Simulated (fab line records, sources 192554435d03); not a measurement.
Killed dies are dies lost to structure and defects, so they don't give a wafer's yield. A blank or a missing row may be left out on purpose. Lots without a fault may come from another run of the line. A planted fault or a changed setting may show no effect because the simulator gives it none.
Chamber matching | flow n5_finfet | N5_BEOL_M7_ETCH_65 on rie_diel-02: 4 sister chambers
The step etches SiARC in CF4, target depth 15.6 nm, time 26 s. 7 wafers are shown with their chamber, then 8 later ones without.

WAFERS WITH THEIR CHAMBER
wafer  | chamber | throttle_valve_pct (%) | etch_rf_on_time_s (s)
L077.6 | 0       | 16.16                  | 25.8
L079.4 | 1       | 15.33                  | 25.6
L081.1 | 3       | 15.76                  | 27.3
L083.2 | 3       | 15.73                  | 27.0
L083.3 | 2       | 15.78                  | 25.9
L083.5 | 2       | 15.79                  | 25.9
L085.3 | 0       | 15.71                  | 25.1

WAFERS WITHOUT THEIR CHAMBER
wafer  | throttle_valve_pct (%) | etch_rf_on_time_s (s)
L085.4 | 15.80                  | 26.1
L085.6 | 15.36                  | 26.0
L088.3 | 15.72                  | 25.2
L088.4 | 15.37                  | 26.0
L088.6 | 15.72                  | 24.8
L092.2 | 15.73                  | 25.0
L092.4 | 15.29                  | 27.0
L092.6 | 15.39                  | 25.9

WHICH CHAMBER EACH WENT THROUGH
wafer  | from the rows above          | in truth
L085.4 | can't be placed: 2 or 0      | 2
L085.6 | can't be placed: 1 or 2      | 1
L088.3 | can't be placed: 0 or 2 or 1 | 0
L088.4 | can't be placed: 1 or 2      | 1
L088.6 | can't be placed: 0 or 1 or 2 | 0
L092.2 | can't be placed: 0 or 1 or 2 | 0
L092.4 | can't be placed: 3 or 2 or 1 | 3
L092.6 | can't be placed: 1 or 2      | 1
Placed correctly: 0 of 8. Can't be placed from these rows: 8 (the true chamber is among the candidates in 8). Placed wrongly: 0.
How it was worked out, from the rows above alone: a wafer's distance from a chamber is the root of the sum, over the readings, of the square of ((its reading less the chamber's mean) divided by the reading's scatter). The wafer belongs to the nearest chamber; if the next one is less than 2 further off, it can't be placed. A chamber's mean is the mean of its shown wafers. The scatter: the root of (the sum of the squares of (reading less its chamber's mean) over the shown wafers, divided by (wafers less chambers)).
